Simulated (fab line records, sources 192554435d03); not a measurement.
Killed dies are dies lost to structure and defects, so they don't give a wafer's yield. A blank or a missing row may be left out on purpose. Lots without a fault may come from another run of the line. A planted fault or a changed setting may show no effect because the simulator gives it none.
Which tool did it? | flow n5_finfet | 24 lots, 72 wafers sampled, at 4 steps of a route of 1938

WHAT THE GAUGES READ, wafer by wafer
N5_HKMG_FIN_INSPECT_28: inspects for defects (darkfield). Usual: raw_defect_count 41, standard deviation 15.
lot  | measured     | on                | raw_defect_count | flag
L074 | day 4 08:31  | defect_inspect-02 | 36 36 42         |
L075 | day 4 12:35  | defect_inspect-02 | 52 34 65         |
L076 | day 4 19:09  | defect_inspect-02 | 36 39 25         |
L077 | day 5 02:26  | defect_inspect-02 | 46 20 28         |
L078 | day 5 06:27  | defect_inspect-02 | 54 63 42         |
L079 | day 5 16:53  | defect_inspect-01 | 40 33 60         |
L080 | day 5 19:14  | defect_inspect-01 | 42 43 38         |
L081 | day 6 06:58  | defect_inspect-01 | 29 34 51         |
L082 | day 6 10:26  | defect_inspect-01 | 45 22 75         |
L083 | day 6 13:18  | defect_inspect-01 | 78 70 33         |
L084 | day 7 02:19  | defect_inspect-01 | 11 24 23         |
L085 | day 7 05:28  | defect_inspect-01 | 46 50 28         |
L086 | day 7 11:40  | defect_inspect-01 | 45 18 33         |
L087 | day 7 17:17  | defect_inspect-01 | 47 31 32         |
L088 | day 7 18:46  | defect_inspect-01 | 15 42 34         |
L089 | day 8 01:18  | defect_inspect-01 | 51 48 29         |
L090 | day 8 07:43  | defect_inspect-02 | 22 44 28         |
L091 | day 8 11:38  | defect_inspect-02 | 57 43 28         |
L092 | day 8 22:37  | defect_inspect-01 | 28 42 39         |
L093 | day 9 04:29  | defect_inspect-02 | 42 44 43         |
L094 | day 9 09:11  | defect_inspect-02 | 38 74 51         |
L095 | day 9 19:25  | defect_inspect-01 | 36 32 44         |
L097 | day 10 03:57 | defect_inspect-01 | 24 38 47         |
L096 | day 10 04:30 | defect_inspect-02 | 41 44 33         |

WHICH TOOL RAN EACH LOT (tool, then ch and the chambers of the sampled wafers, then the start)
lot  | N5_HKMG_FIN_ALD_71                  | N5_HKMG_FIN_ALD_72            | N5_HKMG_FIN_CMP_94
L074 | ald_metal-03 ch 0,1,2, day 4 06:01  | cvd_w-02 ch 0,1, day 4 07:29  | cmp-01 ch 0,3, day 4 08:17
L075 | ald_metal-03 ch 1,2,3, day 4 10:16  | cvd_w-02 ch 0,1, day 4 11:43  | cmp-04 ch 0,2,3, day 4 12:22
L076 | ald_metal-03 ch 0,1,2, day 4 16:49  | cvd_w-01 ch 0,1, day 4 18:16  | cmp-04 ch 1,2,3, day 4 18:56
L077 | ald_metal-04 ch 0,1, day 5 00:06    | cvd_w-02 ch 0,1, day 5 01:34  | cmp-01 ch 1,2, day 5 02:13
L078 | ald_metal-04 ch 1,3, day 5 03:54    | cvd_w-02 ch 0, day 5 05:29    | cmp-01 ch 0,3, day 5 06:13
L079 | ald_metal-03 ch 0,2,3, day 5 14:14  | cvd_w-02 ch 0,1, day 5 15:59  | cmp-03 ch 0,1,3, day 5 16:40
L080 | ald_metal-03 ch 0,1, day 5 16:52    | cvd_w-02 ch 0,1, day 5 18:21  | cmp-03 ch 0,1,2, day 5 19:00
L081 | ald_metal-04 ch 0,1, day 6 04:38    | cvd_w-01 ch 0,1, day 6 06:05  | cmp-01 ch 0,1, day 6 06:44
L082 | ald_metal-01 ch 1,2, day 6 08:06    | cvd_w-02 ch 0,1, day 6 09:33  | cmp-03 ch 1,2,3, day 6 10:13
L083 | ald_metal-04 ch 0,1,3, day 6 10:43  | cvd_w-01 ch 0,1, day 6 12:12  | cmp-03 ch 1,2, day 6 13:04
L084 | ald_metal-01 ch 1,3, day 6 23:56    | cvd_w-02 ch 0,1, day 7 01:26  | cmp-01 ch 2,3, day 7 02:05
L085 | ald_metal-03 ch 0,2, day 7 02:58    | cvd_w-01 ch 1, day 7 04:34    | cmp-01 ch 1,2, day 7 05:14
L086 | ald_metal-04 ch 2,3, day 7 09:20    | cvd_w-02 ch 0,1, day 7 10:47  | cmp-01 ch 1,2,3, day 7 11:30
L087 | ald_metal-03 ch 0,2,3, day 7 14:57  | cvd_w-02 ch 0,1, day 7 16:24  | cmp-03 ch 0,1,2, day 7 17:03
L088 | ald_metal-04 ch 1,2,3, day 7 16:18  | cvd_w-01 ch 0,1, day 7 17:46  | cmp-04 ch 0,1,2, day 7 18:33
L089 | ald_metal-03 ch 0,2,3, day 7 22:58  | cvd_w-01 ch 0,1, day 8 00:26  | cmp-04 ch 1,2,3, day 8 01:07
L090 | ald_metal-01 ch 0,1,3, day 8 05:17  | cvd_w-02 ch 0,1, day 8 06:50  | cmp-04 ch 0,1,3, day 8 07:29
L091 | ald_metal-03 ch 0,1,2, day 8 09:17  | cvd_w-02 ch 0,1, day 8 10:45  | cmp-04 ch 0,1,2, day 8 11:28
L092 | ald_metal-01 ch 1,2,3, day 8 20:10  | cvd_w-01 ch 0, day 8 21:40    | cmp-03 ch 2,3, day 8 22:20
L093 | ald_metal-04 ch 0,2,3, day 9 02:07  | cvd_w-01 ch 0,1, day 9 03:34  | cmp-04 ch 1,2,3, day 9 04:19
L094 | ald_metal-01 ch 0,3, day 9 06:47    | cvd_w-01 ch 0,1, day 9 08:16  | cmp-01 ch 0,3, day 9 08:59
L095 | ald_metal-04 ch 0,1,3, day 9 17:05  | cvd_w-01 ch 0,1, day 9 18:32  | cmp-01 ch 0,3, day 9 19:11
L097 | ald_metal-01 ch 0,1,2, day 10 01:36 | cvd_w-02 ch 0,1, day 10 03:04 | cmp-03 ch 1,2,3, day 10 03:47
L096 | ald_metal-04 ch 0,2,3, day 10 02:08 | cvd_w-01 ch 0,1, day 10 03:35 | cmp-04 ch 0,3, day 10 04:16
- N5_HKMG_FIN_ALD_71: deposits TiN, target thk 1 nm, pulse time 1 s, purge time 3 s.
- N5_HKMG_FIN_ALD_72: deposits W, target thk 2 nm, pulse time 1 s, purge time 2 s.
- N5_HKMG_FIN_CMP_94: polishes, stops on SiNx, t overpolish 4.7 s, target thk 43.299 nm.

WHAT THE TOOLS THEMSELVES READ (means of the sampled wafers that have a number; where no wafer has one, the mark that the record gives instead)
N5_HKMG_FIN_ALD_71. Usual: heater_power_w 889 W, standard deviation 77; precursor_pulse_height_rel 1.001, standard deviation 0.019.
lot  | tool         | heater_power_w (W) | precursor_pulse_height_rel | flag
L074 | ald_metal-03 | 856                | 1.005                      |
L075 | ald_metal-03 | 946                | 1.010                      |
L076 | ald_metal-03 | 838                | 0.977                      |
L077 | ald_metal-04 | 932                | 1.014                      |
L078 | ald_metal-04 | 883                | 0.991                      |
L079 | ald_metal-03 | 883                | 1.010                      |
L080 | ald_metal-03 | 845                | 1.000                      |
L081 | ald_metal-04 | 938                | 0.999                      |
L082 | ald_metal-01 | 827                | 1.001                      |
L083 | ald_metal-04 | 904                | 1.022                      |
L084 | ald_metal-01 | 872                | 0.994                      |
L085 | ald_metal-03 | 821                | 1.009                      |
L086 | ald_metal-04 | 890                | 1.017                      |
L087 | ald_metal-03 | 909                | 1.001                      |
L088 | ald_metal-04 | 912                | 1.010                      |
L089 | ald_metal-03 | 882                | 0.975                      |
L090 | ald_metal-01 | 843                | 0.987                      |
L091 | ald_metal-03 | 854                | 0.999                      |
L092 | ald_metal-01 | 839                | 0.971                      |
L093 | ald_metal-04 | 913                | 0.996                      |
L094 | ald_metal-01 | 811                | 1.007                      |
L095 | ald_metal-04 | 913                | 0.994                      |
L097 | ald_metal-01 | 819                | 0.998                      |
L096 | ald_metal-04 | 922                | 1.004                      |

N5_HKMG_FIN_ALD_72. Usual: heater_power_w 469 W, standard deviation 35; precursor_pulse_height_rel 1.005, standard deviation 0.021.
lot  | tool     | heater_power_w (W) | precursor_pulse_height_rel | flag
L074 | cvd_w-02 | 449                | 1.008                      |
L075 | cvd_w-02 | 453                | 1.015                      |
L076 | cvd_w-01 | 474                | 1.031                      |
L077 | cvd_w-02 | 455                | 0.991                      |
L078 | cvd_w-02 | 451                | 1.001                      |
L079 | cvd_w-02 | 459                | 0.995                      |
L080 | cvd_w-02 | 449                | 1.005                      |
L081 | cvd_w-01 | 500                | 1.003                      |
L082 | cvd_w-02 | 451                | 1.020                      |
L083 | cvd_w-01 | 512                | 1.009                      |
L084 | cvd_w-02 | 452                | 1.017                      |
L085 | cvd_w-01 | 526                | 1.020                      |
L086 | cvd_w-02 | 456                | 0.990                      |
L087 | cvd_w-02 | 458                | 1.009                      |
L088 | cvd_w-01 | 495                | 0.997                      |
L089 | cvd_w-01 | 498                | 0.995                      |
L090 | cvd_w-02 | 453                | 1.008                      |
L091 | cvd_w-02 | 452                | 1.007                      |
L092 | cvd_w-01 | 452                | 1.000                      |
L093 | cvd_w-01 | 469                | 1.011                      |
L094 | cvd_w-01 | 476                | 0.997                      |
L095 | cvd_w-01 | 480                | 0.994                      |
L097 | cvd_w-02 | 453                | 0.997                      |
L096 | cvd_w-01 | 504                | 0.991                      |

N5_HKMG_FIN_CMP_94. Usual: head_pressure_psi 4.000 psi, standard deviation 0.0087; motor_current_A 11.8 A, standard deviation 0.93; slurry_flow_ml_min 150.0, standard deviation 0.44.
lot  | tool   | head_pressure_psi (psi) | motor_current_A (A) | slurry_flow_ml_min | flag
L074 | cmp-01 | 4.001                   | 12.1                | 150.1              |
L075 | cmp-04 | 4.005                   | 11.4                | 150.0              |
L076 | cmp-04 | 4.001                   | 11.9                | 149.8              |
L077 | cmp-01 | 4.004                   | 13.1                | 150.6              |
L078 | cmp-01 | 3.998                   | 11.8                | 150.0              |
L079 | cmp-03 | 4.004                   | 11.5                | 150.2              |
L080 | cmp-03 | 3.993                   | 10.5                | 149.8              |
L081 | cmp-01 | 4.005                   | 12.0                | 150.5              |
L082 | cmp-03 | 4.000                   | 11.2                | 149.7              |
L083 | cmp-03 | 3.982                   | 10.8                | 149.3              |
L084 | cmp-01 | 4.008                   | 12.2                | 149.8              |
L085 | cmp-01 | 4.002                   | 12.8                | 150.0              |
L086 | cmp-01 | 4.002                   | 12.5                | 150.4              |
L087 | cmp-03 | 3.999                   | 10.9                | 150.4              |
L088 | cmp-04 | 4.006                   | 11.7                | 150.1              |
L089 | cmp-04 | 3.996                   | 12.1                | 150.0              |
L090 | cmp-04 | 3.993                   | 12.6                | 149.9              |
L091 | cmp-04 | 3.999                   | 11.5                | 150.1              |
L092 | cmp-03 | 4.000                   | 11.9                | 150.2              |
L093 | cmp-04 | 4.001                   | 12.0                | 150.3              |
L094 | cmp-01 | 4.001                   | 12.1                | 149.9              |
L095 | cmp-01 | 3.993                   | 11.5                | 149.8              |
L097 | cmp-03 | 4.008                   | 11.4                | 150.0              |
L096 | cmp-04 | 4.000                   | 12.1                | 150.1              |

THE ANSWER, worked out from the rows above alone
Rule: a lot is off if the mean of its wafers that have a number lies more than 3 standard deviations from the usual mean. A lot without any number at a reading at which 4 lots or more have one is off too. The other lots that the step has rows for count as sound. The gauges are gone through in route order, then the tools' own readings, and for those a lot's mean is taken as printed above. The first step at which some lot is off is used, and at that step the reading that is off furthest; a lot without a number counts as furthest.
No lot is off at any reading shown: from this, nothing can be told.

WHAT THE SIMULATOR HAD PUT IN
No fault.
